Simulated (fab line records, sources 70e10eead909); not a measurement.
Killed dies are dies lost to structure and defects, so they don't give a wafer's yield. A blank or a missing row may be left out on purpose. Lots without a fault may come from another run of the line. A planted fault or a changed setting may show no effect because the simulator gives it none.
Which tool did it? | flow nand_harc | 12 lots, 36 wafers sampled, at 5 steps of a route of 1302

WHAT THE GAUGES READ, wafer by wafer
NHARC_A_CHANNEL_HOLE_D2_CD_MEAS_31. Usual: cd_nm 89.9 nm, standard deviation 1.
lot  | measured     | on        | cd_nm (nm)     | flag
L705 | day 13 16:29 | cd_sem-01 | 90.0 88.6 89.6 |
L709 | day 14 14:09 | cd_sem-01 | 91.0 89.7 91.4 |
L707 | day 14 14:19 | cd_sem-01 | 91.1 90.2 91.0 |
L708 | day 15 02:17 | cd_sem-02 | 91.9 89.8 91.2 |
L710 | day 15 07:43 | cd_sem-02 | 89.9 89.5 89.3 |
L711 | day 15 13:49 | cd_sem-03 | 87.7 90.0 89.8 |
L712 | day 16 13:05 | cd_sem-03 | 89.5 89.1 89.0 |
L716 | day 17 23:55 | cd_sem-03 | 90.8 91.5 90.8 |
L719 | day 19 10:25 | cd_sem-02 | 89.0 90.4 89.6 |
L722 | day 20 19:41 | cd_sem-03 | 92.1 92.6 91.0 |
L723 | day 20 20:07 | cd_sem-01 | 89.3 91.2 90.4 |
L726 | day 22 07:24 | cd_sem-01 | 90.6 90.3 91.1 |

NHARC_END_SORT_01. Usual: killed_at_array 54, standard deviation 16; killed_at_other 0.6, standard deviation 0.86; killed_at_periphery 3.8, standard deviation 2.6; killed_dies 58, standard deviation 16; killed_open 3.3, standard deviation 1.8; killed_short 2.7, standard deviation 1.7.
lot  | measured     | on        | killed_at_array | killed_at_other | killed_at_periphery | killed_dies | killed_open | killed_short | flag
L716 | day 30 01:17 | prober-01 | 74 82 85        | 0 0 1           | 5 9 6               | 79 91 92    | 2 1 2       | 0 4 1        |

WHICH TOOL RAN EACH LOT (tool, then ch and the chambers of the sampled wafers, then the start)
lot  | NHARC_A_CHANNEL_FILL_D2_ETCHBACK_19 | NHARC_A_CHANNEL_FILL_D2_RTA_24   | NHARC_A_STAIRCASE_ETCH_169
L705 | rie_si-03 ch 0,2, day 14 16:34      | rtp_anneal-02 ch 0, day 15 17:37 | rie_diel-02 ch 0,3, day 15 18:57
L709 | rie_si-05 ch 1,2, day 15 14:34      | rtp_anneal-02 ch 0, day 16 20:40 | rie_diel-09 ch 0,2,3, day 16 22:02
L707 | rie_si-03 ch 0,2,3, day 15 14:35    | rtp_anneal-02 ch 0, day 16 17:35 | rie_diel-09 ch 0,3, day 16 18:47
L708 | rie_si-04 ch 1,2, day 16 02:43      | rtp_anneal-02 ch 0, day 17 04:27 | rie_diel-02 ch 0,1,2, day 17 07:16
L710 | rie_si-05 ch 1,2,3, day 16 10:50    | rtp_anneal-01 ch 0, day 17 11:26 | rie_diel-09 ch 0,1,2, day 17 12:40
L711 | rie_si-04 ch 1,2,3, day 16 14:16    | rtp_anneal-02 ch 0, day 17 11:26 | rie_diel-06 ch 1,3, day 17 12:39
L712 | rie_si-04 ch 0,1,3, day 17 15:00    | rtp_anneal-02 ch 0, day 18 13:53 | rie_diel-02 ch 0,1,3, day 18 15:13
L716 | rie_si-03 ch 1,2, day 18 23:55      | rtp_anneal-02 ch 0, day 20 01:16 | rie_diel-09 ch 0,2,3, day 20 03:07
L719 | rie_si-05 ch 0,2,3, day 20 10:55    | rtp_anneal-01 ch 0, day 21 10:46 | rie_diel-02 ch 0,1, day 21 12:20
L722 | rie_si-03 ch 1,2, day 21 22:41      | rtp_anneal-02 ch 0, day 22 22:02 | rie_diel-06 ch 1,3, day 22 23:44
L723 | rie_si-04 ch 0,1,2, day 21 22:40    | rtp_anneal-01 ch 0, day 22 22:02 | rie_diel-09 ch 1,2,3, day 22 23:30
L726 | rie_si-05 ch 1,2,3, day 23 08:13    | rtp_anneal-01 ch 0, day 24 08:17 | rie_diel-09 ch 0,1,2, day 24 09:43
- NHARC_A_CHANNEL_FILL_D2_ETCHBACK_19: etches the open film in HBr/Cl2, target depth 5 nm, time 1.7 s.
- NHARC_A_CHANNEL_FILL_D2_RTA_24: time 5 s.
- NHARC_A_STAIRCASE_ETCH_169: etches the open film in CH3F/O2, target depth 50 nm, time 107.1 s.

WHAT THE TOOLS THEMSELVES READ (means of the sampled wafers that have a number; where no wafer has one, the mark that the record gives instead)
NHARC_A_CHANNEL_FILL_D2_ETCHBACK_19. Usual: drypump_motor_current_A 5.8 A, standard deviation 0.57; oes_product_au 1.000 a.u., standard deviation 0.0069; rf_fwd_power_W 390.1 W, standard deviation 1.2; throttle_valve_pct 26.407 %, standard deviation 0.0086.
lot  | tool      | drypump_motor_current_A (A) | oes_product_au (a.u.) | rf_fwd_power_W (W) | throttle_valve_pct (%) | flag
L705 | rie_si-03 | 5.3                         | 1.001                 | 389.0              | 26.397                 |
L709 | rie_si-05 | 6.2                         | 0.993                 | 391.2              | 26.407                 |
L707 | rie_si-03 | 5.4                         | 0.994                 | 389.2              | 26.410                 |
L708 | rie_si-04 | 6.0                         | 1.005                 | 390.7              | 26.408                 |
L710 | rie_si-05 | 5.8                         | 0.999                 | 389.3              | 26.415                 |
L711 | rie_si-04 | 6.0                         | 1.002                 | 389.1              | 26.405                 |
L712 | rie_si-04 | 6.4                         | 1.002                 | 389.6              | 26.411                 |
L716 | rie_si-03 | 5.5                         | 0.995                 | 389.0              | 26.410                 |
L719 | rie_si-05 | 5.9                         | 1.006                 | 390.6              | 26.405                 |
L722 | rie_si-03 | 5.5                         | 0.992                 | 389.4              | 26.415                 |
L723 | rie_si-04 | 6.1                         | 1.004                 | 390.6              | 26.403                 |
L726 | rie_si-05 | 5.8                         | 1.001                 | 391.2              | 26.408                 |

NHARC_A_CHANNEL_FILL_D2_RTA_24. Usual: lamp_power_pct 33.7 %, standard deviation 0.88; lamp_zone_2_pct 33.7 %, standard deviation 0.88; wafer_temp_C_max 1004.7, standard deviation 1.8.
lot  | tool          | lamp_power_pct (%) | lamp_zone_2_pct (%) | wafer_temp_C_max | flag
L705 | rtp_anneal-02 | 34.4               | 34.5                | 1006.4           |
L709 | rtp_anneal-02 | 34.4               | 34.4                | 1005.5           |
L707 | rtp_anneal-02 | 34.4               | 34.5                | 1006.3           |
L708 | rtp_anneal-02 | 34.4               | 34.4                | 1007.0           |
L710 | rtp_anneal-01 | 32.7               | 32.7                | 1002.9           |
L711 | rtp_anneal-02 | 34.4               | 34.4                | 1006.4           |
L712 | rtp_anneal-02 | 34.4               | 34.4                | 1006.0           |
L716 | rtp_anneal-02 | 34.5               | 34.5                | 1006.0           |
L719 | rtp_anneal-01 | 32.7               | 32.7                | 1002.9           |
L722 | rtp_anneal-02 | 34.4               | 34.4                | 1005.9           |
L723 | rtp_anneal-01 | 32.7               | 32.7                | 1003.5           |
L726 | rtp_anneal-01 | 32.6               | 32.7                | 1002.8           |

NHARC_A_STAIRCASE_ETCH_169. Usual: drypump_motor_current_A 5.6 A, standard deviation 0.31; oes_product_au 0.959 a.u., standard deviation 0.016; rf_fwd_power_W 497.1 W, standard deviation 1.8; rf_vpp_V 244.5 V, standard deviation 1.6; showerhead_plenum_p_Torr 2.46 Torr, standard deviation 0.11; throttle_valve_pct 20.663 %, standard deviation 0.0083.
lot  | tool        | drypump_motor_current_A (A) | oes_product_au (a.u.) | rf_fwd_power_W (W) | rf_vpp_V (V) | showerhead_plenum_p_Torr (Torr) | throttle_valve_pct (%) | flag
L705 | rie_diel-02 | 5.2                         | 0.982                 | 496.6              | 243.2        | 2.33                            | 20.664                 |
L709 | rie_diel-09 | 5.6                         | 0.961                 | 496.4              | 243.9        | 2.48                            | 20.656                 |
L707 | rie_diel-09 | 5.6                         | 0.966                 | 497.5              | 245.5        | 2.53                            | 20.662                 |
L708 | rie_diel-02 | 5.5                         | 0.933                 | 496.0              | 243.2        | 2.40                            | 20.667                 |
L710 | rie_diel-09 | 5.8                         | 0.968                 | 496.1              | 245.4        | 2.53                            | 20.658                 |
L711 | rie_diel-06 | 5.5                         | 0.979                 | 498.1              | 243.0        | 2.38                            | 20.667                 |
L712 | rie_diel-02 | 5.4                         | 0.940                 | 495.7              | 244.9        | 2.45                            | 20.656                 |
L716 | rie_diel-09 | 5.6                         | 0.949                 | 496.6              | 244.5        | 2.47                            | 20.658                 |
L719 | rie_diel-02 | 5.4                         | 0.969                 | 495.8              | 242.2        | 2.34                            | 20.666                 |
L722 | rie_diel-06 | 5.6                         | 0.942                 | 496.9              | 243.3        | 2.43                            | 20.665                 |
L723 | rie_diel-09 | 5.5                         | 0.943                 | 497.6              | 244.1        | 2.48                            | 20.656                 |
L726 | rie_diel-09 | 5.8                         | 0.972                 | 494.9              | 244.7        | 2.51                            | 20.666                 |

THE ANSWER, worked out from the rows above alone
Rule: a lot is off if the mean of its wafers that have a number lies more than 3 standard deviations from the usual mean. A lot without any number at a reading at which 4 lots or more have one is off too. The other lots that the step has rows for count as sound. The gauges are gone through in route order, then the tools' own readings, and for those a lot's mean is taken as printed above. The first step at which some lot is off is used, and at that step the reading that is off furthest; a lot without a number counts as furthest.
No lot is off at any reading shown: from this, nothing can be told.

WHAT THE SIMULATOR HAD PUT IN
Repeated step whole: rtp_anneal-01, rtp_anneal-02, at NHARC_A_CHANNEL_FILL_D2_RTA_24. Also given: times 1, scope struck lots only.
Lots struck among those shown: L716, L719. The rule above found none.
